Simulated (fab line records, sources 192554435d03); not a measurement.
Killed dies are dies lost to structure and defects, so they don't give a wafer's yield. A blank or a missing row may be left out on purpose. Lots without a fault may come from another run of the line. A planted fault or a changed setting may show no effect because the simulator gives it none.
Which tool did it? | flow n5_finfet | 24 lots, 72 wafers sampled, at 2 steps of a route of 1938

WHAT THE GAUGES READ, wafer by wafer
N5_BEOL_M3_CD_MEAS_35: target cd 18 nm, target cd y 21 nm. Usual: cd_nm 18.1 nm, standard deviation 0.34.
lot  | measured     | on        | cd_nm (nm)     | flag
L074 | day 8 04:26  | cd_sem-02 | 18.3 17.9 18.9 |
L076 | day 8 04:36  | cd_sem-02 | 18.0 18.3 17.7 |
L075 | day 8 04:46  | cd_sem-02 | 17.8 18.3 18.6 |
L077 | day 8 04:47  | cd_sem-03 | 18.1 18.3 17.8 |
L079 | day 8 11:14  | cd_sem-03 | 18.3 18.4 18.1 |
L078 | day 8 11:33  | cd_sem-01 | 18.1 18.5 18.2 |
L080 | day 8 17:18  | cd_sem-01 | 17.8 17.7 17.8 |
L081 | day 9 12:39  | cd_sem-03 | 18.3 18.1 18.2 |
L082 | day 9 20:13  | cd_sem-01 | 18.5 18.8 18.6 |
L084 | day 9 23:25  | cd_sem-02 | 17.7 18.0 17.6 |
L083 | day 9 23:27  | cd_sem-03 | 18.2 18.2 18.4 |
L086 | day 11 03:13 | cd_sem-03 | 17.7 17.9 18.0 |
L088 | day 11 03:15 | cd_sem-02 | 18.5 18.3 18.0 |
L087 | day 11 03:42 | cd_sem-02 | 18.2 18.2 18.2 |
L085 | day 11 04:09 | cd_sem-02 | 18.0 18.0 17.8 |
L090 | day 11 06:52 | cd_sem-03 | 18.1 17.7 18.0 |
L089 | day 11 08:50 | cd_sem-01 | 18.0 18.1 17.6 |
L091 | day 11 10:37 | cd_sem-01 | 17.4 18.0 17.7 |
L092 | day 11 16:19 | cd_sem-03 | 19.2 18.2 18.3 |
L093 | day 12 13:05 | cd_sem-03 | 18.6 18.1 18.2 |
L095 | day 12 13:28 | cd_sem-03 | 18.6 18.3 18.0 |
L094 | day 12 16:05 | cd_sem-03 | 18.6 18.0 18.1 |
L096 | day 13 00:27 | cd_sem-02 | 18.4 18.3 18.2 |
L097 | day 13 22:54 | cd_sem-03 | 18.2 17.4 17.7 |

WHICH TOOL RAN EACH LOT (tool, then ch and the chambers of the sampled wafers, then the start)
lot  | N5_BEOL_M3_ETCH_41
L074 | rie_diel-03 ch 1,2,3, day 8 04:26 or earlier
L076 | rie_diel-04 ch 2,3, day 8 04:36 or earlier
L075 | rie_diel-02 ch 0,1,3, day 8 04:46 or earlier
L077 | rie_diel-03 ch 0,2, day 8 04:47 or earlier
L079 | rie_diel-02 ch 0,2, day 8 11:14 or earlier
L078 | rie_diel-04 ch 0,1,2, day 8 11:33 or earlier
L080 | rie_diel-02 ch 0,1, day 8 17:18 or earlier
L081 | rie_diel-02 ch 0,3, day 9 12:39 or earlier
L082 | rie_diel-04 ch 0,2,3, day 9 20:13 or earlier
L084 | rie_diel-03 ch 0,2,3, day 9 23:25 or earlier
L083 | rie_diel-04 ch 0,2, day 9 23:27 or earlier
L086 | rie_diel-02 ch 1,2, day 11 03:13 or earlier
L088 | rie_diel-04 ch 1,3, day 11 03:15 or earlier
L087 | rie_diel-04 ch 1,3, day 11 03:42 or earlier
L085 | rie_diel-03 ch 1,3, day 11 04:09 or earlier
L090 | rie_diel-02 ch 1,2,3, day 11 06:52 or earlier
L089 | rie_diel-02 ch 1,2,3, day 11 08:50 or earlier
L091 | rie_diel-02 ch 2,3, day 11 10:37 or earlier
L092 | rie_diel-02 ch 1,3, day 11 16:19 or earlier
L093 | rie_diel-02 ch 1,2, day 12 13:05 or earlier
L095 | rie_diel-02 ch 1,2,3, day 12 13:28 or earlier
L094 | rie_diel-02 ch 2,3, day 12 16:05 or earlier
L096 | rie_diel-04 ch 1,2, day 13 00:27 or earlier
L097 | rie_diel-02 ch 0,1,2, day 13 22:54 or earlier
- N5_BEOL_M3_ETCH_41: etches SiCN in CH3F/O2, target depth 29.9 nm, time 52.5 s.

WHAT THE TOOLS THEMSELVES READ (means of the sampled wafers that have a number; where no wafer has one, the mark that the record gives instead)
N5_BEOL_M3_ETCH_41. Usual: bias_w 74.98 W, standard deviation 0.22; drypump_motor_current_A 5.8 A, standard deviation 0.67; mfc_ar_sccm 150.0 sccm, standard deviation 0.47; oes_product_au 0.76 a.u., standard deviation 0.083; rf_vpp_V 297.3 V, standard deviation 1.5; showerhead_plenum_p_Torr 2.00 Torr, standard deviation 0.062; throttle_valve_pct 16.30 %, standard deviation 0.29.
lot  | tool        | bias_w (W) | drypump_motor_current_A (A) | mfc_ar_sccm (sccm) | oes_product_au (a.u.) | rf_vpp_V (V) | showerhead_plenum_p_Torr (Torr) | throttle_valve_pct (%) | flag
L074 | rie_diel-03 | 75.23      | 5.9                         | 149.9              | 0.74                  | 297.6        | 2.02                            | 16.23                  |
L076 | rie_diel-04 | 74.76      | 5.9                         | 150.1              | 0.73                  | 297.9        | 1.99                            | 16.21                  |
L075 | rie_diel-02 | 75.13      | 6.3                         | 149.3              | 0.75                  | 297.7        | 2.03                            | 16.43                  |
L077 | rie_diel-03 | 74.88      | 5.4                         | 149.9              | 0.72                  | 297.0        | 1.98                            | 16.61                  |
L079 | rie_diel-02 | 74.69      | 5.3                         | 150.5              | 0.78                  | 298.4        | 2.06                            | 16.67                  |
L078 | rie_diel-04 | 74.99      | 5.5                         | 150.1              | 0.77                  | 296.0        | 1.92                            | 16.04                  |
L080 | rie_diel-02 | 75.10      | 6.0                         | 150.5              | 0.69                  | 298.9        | 2.06                            | 16.76                  |
L081 | rie_diel-02 | 75.15      | 6.0                         | 150.2              | 0.74                  | 297.8        | 2.03                            | 16.58                  |
L082 | rie_diel-04 | 74.98      | 5.8                         | 150.3              | 0.73                  | 296.2        | 1.94                            | 16.20                  |
L084 | rie_diel-03 | 75.09      | 5.5                         | 150.1              | 0.73                  | 297.3        | 1.99                            | 16.46                  |
L083 | rie_diel-04 | 75.16      | 5.7                         | 150.3              | 0.73                  | 295.7        | 1.89                            | 16.19                  |
L086 | rie_diel-02 | 74.84      | 5.9                         | 150.2              | 0.75                  | 298.5        | 2.05                            | 16.43                  |
L088 | rie_diel-04 | 74.77      | 5.6                         | 149.6              | 0.77                  | 296.6        | 1.94                            | 16.06                  |
L087 | rie_diel-04 | 75.04      | 5.9                         | 150.0              | 0.74                  | 296.7        | 1.96                            | 16.21                  |
L085 | rie_diel-03 | 74.85      | 6.1                         | 149.0              | 0.71                  | 299.1        | 2.04                            | 16.13                  |
L090 | rie_diel-02 | 74.95      | 6.0                         | 150.0              | 0.81                  | 298.1        | 2.02                            | 16.25                  |
L089 | rie_diel-02 | 75.01      | 6.0                         | 149.8              | 0.81                  | 298.5        | 2.02                            | 16.24                  |
L091 | rie_diel-02 | 74.69      | 5.3                         | 150.0              | 0.88                  | 298.3        | 2.03                            | 16.15                  |
L092 | rie_diel-02 | 74.84      | 6.6                         | 150.4              | 0.79                  | 296.8        | 1.99                            | 16.16                  |
L093 | rie_diel-02 | 74.94      | 5.9                         | 149.5              | 0.74                  | 297.7        | 2.05                            | 16.45                  |
L095 | rie_diel-02 | 74.73      | 6.0                         | 150.1              | 0.79                  | 297.8        | 2.02                            | 16.26                  |
L094 | rie_diel-02 | 75.05      | 5.3                         | 150.1              | 0.86                  | 297.5        | 2.02                            | 16.15                  |
L096 | rie_diel-04 | 74.98      | 5.3                         | 150.2              | 0.78                  | 296.0        | 1.94                            | 15.98                  |
L097 | rie_diel-02 | 74.93      | 5.6                         | 150.0              | 0.82                  | 297.6        | 2.05                            | 16.42                  |

THE ANSWER, worked out from the rows above alone
Rule: a lot is off if the mean of its wafers that have a number lies more than 3 standard deviations from the usual mean. A lot without any number at a reading at which 4 lots or more have one is off too. The other lots that the step has rows for count as sound. The gauges are gone through in route order, then the tools' own readings, and for those a lot's mean is taken as printed above. The first step at which some lot is off is used, and at that step the reading that is off furthest; a lot without a number counts as furthest.
No lot is off at any reading shown: from this, nothing can be told.

WHAT THE SIMULATOR HAD PUT IN
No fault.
